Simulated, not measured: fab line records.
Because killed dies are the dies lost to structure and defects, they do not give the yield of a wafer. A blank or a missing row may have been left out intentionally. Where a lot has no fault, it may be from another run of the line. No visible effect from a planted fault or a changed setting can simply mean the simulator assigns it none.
Split-lot trial :: flow n5_finfet :: route with 1938 steps; 7 lots, 21 wafers read

== THE SPLIT ==
At N5_BEOL_M4_COAT_73 (time 60 s, resist thk 5 nm), the setting spin_rpm was moved away from the recipe's 1500 rpm on 6 of the 21 wafers read, by -7.9% to +3.1%. This setting was run at the recipe's value on the other wafers.

== FROM THE SPLIT TO THE READING: what the file shows between them, 3 steps ==
- N5_BEOL_M4_COAT_05: resist thk 30 nm
- N5_BEOL_M4_EBR_07
- N5_BEOL_M4_DESCUM_16: chemistry O2, time 7 s

== THE READING ==
etch.depth_nm (the simulator's own value, which no gauge read), in nm, at N5_BEOL_M4_ETCH_74 (etches underlayer in N2/H2, target depth 6.5 nm, time 5.2 s). No usual value for it is given in the file. Across the 15 wafers here that went through the recipe, the average is 5.000 nm and the standard deviation 0.014 nm.

wafer: L075.1
tool, chamber at the split: litho_track-05, 0
spin_rpm as run, rpm: 1381
against the recipe: -7.9%
etch.depth_nm, nm: 5.21
against lot-mates on the recipe: +0.216

wafer: L075.5
tool, chamber at the split: litho_track-05, 0
spin_rpm as run, rpm: 1500
against the recipe: recipe
etch.depth_nm, nm: 4.994
against lot-mates on the recipe: -

wafer: L075.6
tool, chamber at the split: litho_track-05, 0
spin_rpm as run, rpm: 1500
against the recipe: recipe
etch.depth_nm, nm: 4.994
against lot-mates on the recipe: -

wafer: L077.3
tool, chamber at the split: litho_track-02, 0
spin_rpm as run, rpm: 1500
against the recipe: recipe
etch.depth_nm, nm: 5.009
against lot-mates on the recipe: -

wafer: L077.5
tool, chamber at the split: litho_track-02, 0
spin_rpm as run, rpm: 1449
against the recipe: -3.4%
etch.depth_nm, nm: 5.099
against lot-mates on the recipe: +0.093

wafer: L077.6
tool, chamber at the split: litho_track-02, 0
spin_rpm as run, rpm: 1500
against the recipe: recipe
etch.depth_nm, nm: 5.004
against lot-mates on the recipe: -

wafer: L080.1
tool, chamber at the split: litho_track-05, 0
spin_rpm as run, rpm: 1500
against the recipe: recipe
etch.depth_nm, nm: 4.992
against lot-mates on the recipe: -

wafer: L080.5
tool, chamber at the split: litho_track-05, 0
spin_rpm as run, rpm: 1500
against the recipe: recipe
etch.depth_nm, nm: 4.987
against lot-mates on the recipe: -

wafer: L080.6
tool, chamber at the split: litho_track-05, 0
spin_rpm as run, rpm: 1500
against the recipe: recipe
etch.depth_nm, nm: 4.98
against lot-mates on the recipe: -

wafer: L084.2
tool, chamber at the split: litho_track-03, 0
spin_rpm as run, rpm: 1442
against the recipe: -3.9%
etch.depth_nm, nm: 5.113
against lot-mates on the recipe: +0.092

wafer: L084.3
tool, chamber at the split: litho_track-03, 0
spin_rpm as run, rpm: 1500
against the recipe: recipe
etch.depth_nm, nm: 5.021
against lot-mates on the recipe: -

wafer: L084.5
tool, chamber at the split: litho_track-03, 0
spin_rpm as run, rpm: 1442
against the recipe: -3.9%
etch.depth_nm, nm: 5.123
against lot-mates on the recipe: +0.102

wafer: L085.1
tool, chamber at the split: litho_track-02, 0
spin_rpm as run, rpm: 1547
against the recipe: +3.1%
etch.depth_nm, nm: 4.955
against lot-mates on the recipe: -0.056

wafer: L085.2
tool, chamber at the split: litho_track-02, 0
spin_rpm as run, rpm: 1500
against the recipe: recipe
etch.depth_nm, nm: 5.011
against lot-mates on the recipe: -

wafer: L085.6
tool, chamber at the split: litho_track-02, 0
spin_rpm as run, rpm: 1547
against the recipe: +3.1%
etch.depth_nm, nm: 4.936
against lot-mates on the recipe: -0.075

wafer: L089.3
tool, chamber at the split: litho_track-02, 0
spin_rpm as run, rpm: 1500
against the recipe: recipe
etch.depth_nm, nm: 4.972
against lot-mates on the recipe: -

wafer: L089.5
tool, chamber at the split: litho_track-02, 0
spin_rpm as run, rpm: 1500
against the recipe: recipe
etch.depth_nm, nm: 4.99
against lot-mates on the recipe: -

wafer: L089.6
tool, chamber at the split: litho_track-02, 0
spin_rpm as run, rpm: 1500
against the recipe: recipe
etch.depth_nm, nm: 5
against lot-mates on the recipe: -

wafer: L097.1
tool, chamber at the split: litho_track-03, 0
spin_rpm as run, rpm: 1500
against the recipe: recipe
etch.depth_nm, nm: 5.004
against lot-mates on the recipe: -

wafer: L097.2
tool, chamber at the split: litho_track-03, 0
spin_rpm as run, rpm: 1500
against the recipe: recipe
etch.depth_nm, nm: 5.011
against lot-mates on the recipe: -

wafer: L097.6
tool, chamber at the split: litho_track-03, 0
spin_rpm as run, rpm: 1500
against the recipe: recipe
etch.depth_nm, nm: 5.025
against lot-mates on the recipe: -

THE FIT
A straight line over all 21 wafers: etch.depth_nm changes by -0.0258 nm for each +1% of spin_rpm; r = -0.97; the points scatter about the line by 0.016 nm.
The same after taking each lot's own level away (the mean of its wafers on the recipe; 21 wafers): -0.0255 nm for each +1%; r = -0.99; scatter 0.0089 nm.
According to that fit, moving spin_rpm by its largest amount changes the reading by 0.2 nm.
The span of the lots' own levels, 4.9863 to 5.0210 nm, comes to 2.4 times the standard deviation stated above.
The two slopes are in agreement: the lot-to-lot level therefore moves the slope only a little.
Check: with one of the wafers moved furthest among these (-7.9%) left out of the fit, the line predicts +0.192 nm for it against its lot-mates. Against them it came out at +0.216 nm.

== OTHER SPLITS ON THESE WAFERS ==
Note: prior to the reading, these wafers also went through further splits. Each is held against what the fit with the lots' levels taken away leaves over:
other split on the same wafers: N5_BEOL_M1_COAT_05 spin_rpm
wafers away from the commonest value: 2
r with etch.depth_nm (lot level and that fit taken away): +0.03

other split on the same wafers: N5_BEOL_M2_EXPOSE_25 dose_mj
wafers away from the commonest value: 7
r with etch.depth_nm (lot level and that fit taken away): -0.09

other split on the same wafers: N5_BEOL_M3_EXPOSE_08 dose_mj
wafers away from the commonest value: 5
r with etch.depth_nm (lot level and that fit taken away): -0.13

other split on the same wafers: N5_BEOL_M3_ETCH_64 time_s
wafers away from the commonest value: 7
r with etch.depth_nm (lot level and that fit taken away): +0.10

other split on the same wafers: N5_BEOL_M4_PECVD_72 temp_c
wafers away from the commonest value: 6
r with etch.depth_nm (lot level and that fit taken away): +0.21

== THE FILE'S OWN FIT ==
etch.depth_nm changes by -0.0263 nm for each +1% of spin_rpm, r = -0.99.
